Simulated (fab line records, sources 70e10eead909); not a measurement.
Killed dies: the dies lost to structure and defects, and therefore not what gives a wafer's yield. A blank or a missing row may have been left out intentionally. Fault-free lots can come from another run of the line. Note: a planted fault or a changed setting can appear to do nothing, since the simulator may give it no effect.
Which tool was responsible?    flow nand-harc    14 lots, 41 wafers sampled, at 2 steps of a route of 1159

WHAT THE GAUGES SHOWED, per wafer
NHARC_A_BLC_INSPECT_28.
lot   measured      on                 raw-defect-count
L522  day 17 12:40  defect-inspect-01  666 512 797
L521  day 17 13:31  defect-inspect-01  423 347 359
L526  day 17 20:26  defect-inspect-01  346 374 469
L523  day 18 00:20  defect-inspect-02  523 319 547
L524  day 18 00:54  defect-inspect-02  395 632 581
L528  day 18 23:53  defect-inspect-02  381 346 443
L525  day 19 05:58  defect-inspect-02  405 442 403
L529  day 19 18:22  defect-inspect-01  376 301 339
L530  day 19 20:08  defect-inspect-01  661 275 377
L531  day 20 18:22  defect-inspect-01  409 445 447
L534  day 20 21:36  defect-inspect-02  430 354 434
L538  day 22 04:31  defect-inspect-02  504 411 402
L543  day 23 04:43  defect-inspect-02  335 263
L542  day 23 05:41  defect-inspect-02  495 440 540

WHICH TOOL RAN EACH LOT (tool, then ch and the chambers of the sampled wafers, then the start)
lot   NHARC_A_BLC_STRIP_21
L522  rie-diel-11 ch 0,3, day 17 10:08
L521  rie-diel-09 ch 0,1, day 17 11:44
L526  rie-diel-11 ch 1,3, day 17 17:42
L523  rie-diel-09 ch 0,2,3, day 17 22:31
L524  rie-diel-09 ch 0,1,3, day 17 23:06
L528  rie-diel-11 ch 1,2, day 18 22:04
L525  rie-diel-11 ch 0,2, day 18 23:58
L529  rie-diel-11 ch 0,1,2, day 19 16:32
L530  rie-diel-11 ch 0,2,3, day 19 18:19
L531  rie-diel-11 ch 0,1,2, day 20 16:32
L534  rie-diel-09 ch 1,2,3, day 20 19:47
L538  rie-diel-11 ch 1,3, day 21 23:36
L543  rie-diel-09 ch 2, day 23 02:55
L542  rie-diel-11 ch 0,2,3, day 23 03:44
- NHARC_A_BLC_STRIP_21: strips in O2.

WHAT THE TOOLS THEMSELVES READ (means of the sampled wafers that have a number; where no wafer has one, the mark that the record gives instead)
NHARC_A_BLC_STRIP_21.
lot   tool         drypump-motor-current-A (A)  oes-product-au (a.u.)  rf-vpp-V (V)  showerhead-plenum-p-Torr (Torr)  throttle-valve-pct (%)
L522  rie-diel-11  5.73                         1.006                  57.8          3.40                             17.034
L521  rie-diel-09  5.60                         1.002                  57.7          3.70                             17.027
L526  rie-diel-11  5.78                         1.000                  57.5          3.46                             17.041
L523  rie-diel-09  5.59                         1.002                  57.6          3.41                             17.042
L524  rie-diel-09  5.55                         0.990                  57.7          3.56                             17.034
L528  rie-diel-11  5.58                         0.982                  57.9          3.41                             17.043
L525  rie-diel-11  5.54                         0.999                  57.7          3.36                             17.032
L529  rie-diel-11  5.49                         0.998                  57.8          3.41                             17.039
L530  rie-diel-11  5.63                         0.996                  57.0          3.38                             17.033
L531  rie-diel-11  5.48                         0.994                  57.7          3.41                             17.034
L534  rie-diel-09  5.68                         0.999                  57.3          3.47                             17.038
L538  rie-diel-11  5.62                         1.004                  58.5          3.48                             17.051
L543  rie-diel-09  5.84                         0.992                  57.8          3.31                             17.044
L542  rie-diel-11  5.61                         0.999                  58.0          3.38                             17.034

THE ANSWER, worked out from the rows above alone
Rule: usual is defined by the lots themselves. Put in order of their means at a reading, lots are off if they are a third of the lots or fewer, leave a main group of 4 or more, and stand apart from it by a gap of 3 or more times the standard deviation of the main group's means; of several such gaps the widest counts. Not used: any main group whose means are identical at the precision the tables above print for the reading. A lot without any number at a reading at which 4 lots or more have one is off too. All remaining lots with rows at the step are treated as sound. After the gauges, taken in route order, come the tools' own readings; for these a lot's mean is taken, as printed above. At the first step where some lot is off, the reading lying furthest off is the one used; lots without a number count as furthest.
No lot is off on any of the readings shown, so nothing can be concluded from this.

WHAT THE SIMULATOR HAD PUT IN
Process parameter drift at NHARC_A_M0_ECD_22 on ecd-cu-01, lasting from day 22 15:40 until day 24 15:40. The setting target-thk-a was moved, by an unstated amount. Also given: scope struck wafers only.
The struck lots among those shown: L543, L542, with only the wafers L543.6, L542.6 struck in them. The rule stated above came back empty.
